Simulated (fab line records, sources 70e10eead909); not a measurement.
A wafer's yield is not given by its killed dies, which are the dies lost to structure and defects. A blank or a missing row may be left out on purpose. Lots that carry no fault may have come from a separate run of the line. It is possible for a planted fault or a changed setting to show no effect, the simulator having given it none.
What tool caused it? ; flow nand_harc ; 12 lots, 36 wafers sampled, at 4 steps of a route of 1159

## WHAT THE GAUGES READ, wafer by wafer
NHARC_P_GATE_CD_MEAS_91: the cd target is 2000 nm. Usual: cd_nm at 1998.2 nm, with a standard deviation of 2.2.
lot;measured;on;cd_nm (nm);flag
L905;day 5 07:47;cd_sem-02;1998.9 1997.5 1998.6;
L906;day 5 08:07;cd_sem-03;2000.3 1996.3 1998.8;
L907;day 5 19:59;cd_sem-03;2001.8 1999.6 1997.9;
L909;day 6 11:53;cd_sem-02;1994.2 1999.1 1996.2;
L911;day 7 00:52;cd_sem-02;2002.1 1999.9 1996.7;
L914;day 7 13:20;cd_sem-03;1965.4 1966.9 1969.5;OFF
L921;day 9 09:26;cd_sem-03;1999.9 1998.2 1996.0;
L922;day 9 13:56;cd_sem-03;1995.6 1997.7 1999.5;
L924;day 9 23:20;cd_sem-02;1998.4 1999.0 1995.6;
L925;day 10 06:20;cd_sem-03;1997.3 1994.2 1998.4;
L927;day 10 17:08;cd_sem-03;2000.6 1997.0 1998.3;
L926;day 10 17:35;cd_sem-03;1991.4 1996.6 1997.1;

## EACH LOT AND THE TOOL THAT RAN IT (in order: tool; ch and the chambers of the sampled wafers; start)
lot;NHARC_P_GATE_ETCH_32;NHARC_P_GATE_STRIP_76;NHARC_P_GATE_EXPOSE_88
L905;rie_si-04 ch 1,2,3, day 4 16:35;plasma_asher-02 ch 0,1, day 5 06:52;krf_scanner-03 ch 0, day 5 07:38
L906;rie_si-01 ch 0,1,2, day 4 16:55;plasma_asher-02 ch 0,1, day 5 07:12;krf_scanner-04 ch 0, day 5 07:58
L907;rie_si-01 ch 1,2,3, day 5 05:24;plasma_asher-02 ch 0,1, day 5 19:12;krf_scanner-04 ch 0, day 5 19:50
L909;rie_si-01 ch 2,3, day 5 20:59;plasma_asher-02 ch 0,1, day 6 10:58;krf_scanner-02 ch 0, day 6 11:44
L911;rie_si-04 ch 0,1, day 6 09:53;plasma_asher-02 ch 0,1, day 6 23:57;krf_scanner-03 ch 0, day 7 00:43
L914;rie_si-02 ch 2,3, day 6 22:23;plasma_asher-02 ch 0,1, day 7 12:26;krf_scanner-03 ch 0, day 7 13:11
L921;rie_si-02 ch 1,3, day 8 17:13;plasma_asher-01 ch 0,1, day 9 08:38;krf_scanner-03 ch 0, day 9 09:17
L922;rie_si-04 ch 0,2,3, day 8 23:05;plasma_asher-02 ch 0,1, day 9 13:00;krf_scanner-03 ch 0, day 9 13:47
L924;rie_si-02 ch 0,3, day 9 08:34;plasma_asher-02 ch 0,1, day 9 22:25;krf_scanner-02 ch 0, day 9 23:10
L925;rie_si-04 ch 1,2, day 9 15:39;plasma_asher-01 ch 0,1, day 10 05:26;krf_scanner-03 ch 0, day 10 06:11
L927;rie_si-01 ch 0,2,3, day 10 02:19;plasma_asher-02 ch 0,1, day 10 16:22;krf_scanner-03 ch 0, day 10 16:59
L926;rie_si-04 ch 0,1,2, day 10 02:30;plasma_asher-02 ch 0,1, day 10 16:40;krf_scanner-04 ch 0, day 10 17:26
- NHARC_P_GATE_ETCH_32: etches the open film in HBr/Cl2, target depth 150 nm, time 100.1 s.
- NHARC_P_GATE_STRIP_76: strips in O2.
- NHARC_P_GATE_EXPOSE_88: exposes mask P HVN, target cd 2000 nm.

## AS READ BY THE TOOLS THEMSELVES (means over the sampled wafers that have a number; for cases with no such wafer, the mark the record gives instead)
NHARC_P_GATE_ETCH_32. Usual: drypump_motor_current_A 5.6 A, standard deviation 0.4; hbr_flow_sccm 150.0 sccm, standard deviation 0.42; oes_product_au 0.998 a.u., standard deviation 0.0099; throttle_valve_pct 26.406 %, standard deviation 0.0087.
lot;tool;drypump_motor_current_A (A);hbr_flow_sccm (sccm);oes_product_au (a.u.);throttle_valve_pct (%);flag
L905;rie_si-04;5.4;150.3;1.006;26.411;
L906;rie_si-01;5.6;150.0;0.993;26.402;
L907;rie_si-01;5.8;149.7;0.994;26.404;
L909;rie_si-01;5.9;149.9;0.985;26.407;
L911;rie_si-04;5.6;150.1;1.011;26.410;
L914;rie_si-02;5.5;150.0;0.994;26.396;
L921;rie_si-02;5.7;150.1;0.985;26.402;
L922;rie_si-04;5.3;149.8;1.004;26.406;
L924;rie_si-02;5.5;150.6;0.991;26.401;
L925;rie_si-04;5.2;150.2;1.000;26.405;
L927;rie_si-01;5.7;150.2;1.004;26.409;
L926;rie_si-04;5.4;150.1;0.997;26.395;

NHARC_P_GATE_STRIP_76. Usual: drypump_motor_current_A 5.49 A, standard deviation 0.26; heater_power_w 360 W, standard deviation 12; temp_c 249.98 C, standard deviation 0.17.
lot;tool;drypump_motor_current_A (A);heater_power_w (W);temp_c (C);flag
L905;plasma_asher-02;5.54;365;249.84;
L906;plasma_asher-02;5.41;356;250.18;
L907;plasma_asher-02;5.40;355;249.99;
L909;plasma_asher-02;5.42;362;250.07;
L911;plasma_asher-02;5.41;358;249.78;
L914;plasma_asher-02;5.54;363;250.03;
L921;plasma_asher-01;5.40;353;249.90;
L922;plasma_asher-02;5.41;364;250.16;
L924;plasma_asher-02;5.41;358;249.91;
L925;plasma_asher-01;5.66;350;249.91;
L927;plasma_asher-02;5.54;360;249.91;
L926;plasma_asher-02;5.42;361;250.06;

NHARC_P_GATE_EXPOSE_88. Usual: reticle_temp_C 23.00 C, standard deviation 0.11; stage_vel_mm_s 500.00 mm/s, standard deviation 0.22.
lot;tool;reticle_temp_C (C);stage_vel_mm_s (mm/s);flag
L905;krf_scanner-03;23.05;499.91;
L906;krf_scanner-04;23.13;500.05;
L907;krf_scanner-04;23.00;499.72;
L909;krf_scanner-02;23.04;499.99;
L911;krf_scanner-03;23.06;499.93;
L914;krf_scanner-03;23.07;499.99;
L921;krf_scanner-03;22.85;499.92;
L922;krf_scanner-03;23.09;499.91;
L924;krf_scanner-02;23.05;500.03;
L925;krf_scanner-03;23.08;500.08;
L927;krf_scanner-03;23.04;500.02;
L926;krf_scanner-04;22.97;500.00;

## THE ANSWER, worked out from the rows above alone
Rule: lot off if the mean of its wafers having a number is beyond 3 standard deviations from the usual mean. A lot without any number at a reading at which 4 lots or more have one is off too. The other lots that the step has rows for count as sound. The gauges are gone through in route order, then the tools' own readings, and for those a lot's mean is taken as printed above. The first step at which some lot is off is used, and at that step the reading that is off furthest; a lot without a number counts as furthest.
Off: L914, at NHARC_P_GATE_CD_MEAS_91 (cd_nm).
A tool fits if, at a process step before that reading, it ran every lot that is off, and no sound lot after the first of them. Gauges at NHARC_P_GATE_CD_MEAS_91: tried the same way as those tools. Not one of the candidates tried fits.

## WHAT THE SIMULATOR HAD INSERTED
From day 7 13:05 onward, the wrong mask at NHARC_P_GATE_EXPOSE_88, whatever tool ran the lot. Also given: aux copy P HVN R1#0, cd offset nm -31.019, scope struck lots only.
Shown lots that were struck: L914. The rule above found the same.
